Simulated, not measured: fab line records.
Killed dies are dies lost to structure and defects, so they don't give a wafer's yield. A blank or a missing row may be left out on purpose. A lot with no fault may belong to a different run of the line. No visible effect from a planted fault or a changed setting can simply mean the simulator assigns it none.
Matching of chambers / flow nand_harc / NHARC_A_STAIRCASE_DESCUM_443 on rie_diel-08: 4 sister chambers
The step chemistry O2, time 3 s. 16 wafers are shown with their chamber, then 8 later ones without.

EACH WAFER AND ITS CHAMBER
wafer=L079.1; chamber=2; showerhead_plenum_p_Torr (Torr)=1.94; oes_product_au (a.u.)=1.015; throttle_valve_pct (%)=11.307
wafer=L079.5; chamber=0; showerhead_plenum_p_Torr (Torr)=1.91; oes_product_au (a.u.)=1.018; throttle_valve_pct (%)=11.320
wafer=L079.6; chamber=3; showerhead_plenum_p_Torr (Torr)=1.82; oes_product_au (a.u.)=1.027; throttle_valve_pct (%)=11.299
wafer=L081.1; chamber=3; showerhead_plenum_p_Torr (Torr)=1.82; oes_product_au (a.u.)=1.024; throttle_valve_pct (%)=11.303
wafer=L081.3; chamber=2; showerhead_plenum_p_Torr (Torr)=1.94; oes_product_au (a.u.)=1.013; throttle_valve_pct (%)=11.309
wafer=L081.6; chamber=0; showerhead_plenum_p_Torr (Torr)=1.91; oes_product_au (a.u.)=1.000; throttle_valve_pct (%)=11.318
wafer=L082.1; chamber=2; showerhead_plenum_p_Torr (Torr)=1.94; oes_product_au (a.u.)=1.014; throttle_valve_pct (%)=11.323
wafer=L082.3; chamber=1; showerhead_plenum_p_Torr (Torr)=1.85; oes_product_au (a.u.)=1.009; throttle_valve_pct (%)=11.318
wafer=L082.6; chamber=3; showerhead_plenum_p_Torr (Torr)=1.82; oes_product_au (a.u.)=1.026; throttle_valve_pct (%)=11.317
wafer=L086.1; chamber=2; showerhead_plenum_p_Torr (Torr)=1.94; oes_product_au (a.u.)=1.013; throttle_valve_pct (%)=11.317
wafer=L086.3; chamber=1; showerhead_plenum_p_Torr (Torr)=1.84; oes_product_au (a.u.)=1.003; throttle_valve_pct (%)=11.320
wafer=L086.5; chamber=3; showerhead_plenum_p_Torr (Torr)=1.81; oes_product_au (a.u.)=1.047; throttle_valve_pct (%)=11.305
wafer=L088.1; chamber=1; showerhead_plenum_p_Torr (Torr)=1.84; oes_product_au (a.u.)=0.993; throttle_valve_pct (%)=11.304
wafer=L088.3; chamber=0; showerhead_plenum_p_Torr (Torr)=1.90; oes_product_au (a.u.)=1.020; throttle_valve_pct (%)=11.315
wafer=L088.5; chamber=0; showerhead_plenum_p_Torr (Torr)=1.90; oes_product_au (a.u.)=1.018; throttle_valve_pct (%)=11.303
wafer=L091.2; chamber=3; showerhead_plenum_p_Torr (Torr)=1.81; oes_product_au (a.u.)=1.024; throttle_valve_pct (%)=11.296

SIGNATURES (means of the wafers above)
reading=showerhead_plenum_p_Torr; chamber 0=1.9050; chamber 1=1.8433; chamber 2=1.9400; chamber 3=1.8160; scatter within a chamber=0.00489
reading=oes_product_au; chamber 0=1.01400; chamber 1=1.00167; chamber 2=1.01375; chamber 3=1.02960; scatter within a chamber=0.00808
reading=throttle_valve_pct; chamber 0=11.31400; chamber 1=11.31400; chamber 2=11.31400; chamber 3=11.30400; scatter within a chamber=0.00791
Rule: for each reading, subtract the chamber's mean from the wafer's reading, divide by that reading's scatter and square the result; add these up over the readings and take the root, which gives the wafer's distance from the chamber. If the next closest chamber is less than 2 further off than the closest, the wafer can't be placed; otherwise it belongs to the closest. How the scatter is found: for the shown wafers, subtract from each reading the mean of its chamber, square and add these, divide the total by (wafers less chambers), then take the root.

WAFERS WITH NO CHAMBER GIVEN
wafer=L091.3; showerhead_plenum_p_Torr (Torr)=1.84; oes_product_au (a.u.)=0.995; throttle_valve_pct (%)=11.310
wafer=L091.4; showerhead_plenum_p_Torr (Torr)=1.93; oes_product_au (a.u.)=0.991; throttle_valve_pct (%)=11.315
wafer=L096.2; showerhead_plenum_p_Torr (Torr)=1.93; oes_product_au (a.u.)=1.003; throttle_valve_pct (%)=11.305
wafer=L096.3; showerhead_plenum_p_Torr (Torr)=1.90; oes_product_au (a.u.)=1.024; throttle_valve_pct (%)=11.303
wafer=L096.4; showerhead_plenum_p_Torr (Torr)=1.81; oes_product_au (a.u.)=1.018; throttle_valve_pct (%)=11.326
wafer=L097.2; showerhead_plenum_p_Torr (Torr)=1.93; oes_product_au (a.u.)=1.016; throttle_valve_pct (%)=11.303
wafer=L097.3; showerhead_plenum_p_Torr (Torr)=1.81; oes_product_au (a.u.)=1.016; throttle_valve_pct (%)=11.318
wafer=L097.6; showerhead_plenum_p_Torr (Torr)=1.93; oes_product_au (a.u.)=1.010; throttle_valve_pct (%)=11.310

CHAMBER TAKEN BY EACH
wafer=L091.3; from the rows above=1; in truth=1
wafer=L091.4; from the rows above=2; in truth=2
wafer=L096.2; from the rows above=2; in truth=2
wafer=L096.3; from the rows above=0; in truth=0
wafer=L096.4; from the rows above=3; in truth=3
wafer=L097.2; from the rows above=2; in truth=2
wafer=L097.3; from the rows above=3; in truth=3
wafer=L097.6; from the rows above=2; in truth=2
Placed correctly: 8 of 8. Can't be placed from these rows: 0. Placed wrongly: 0.
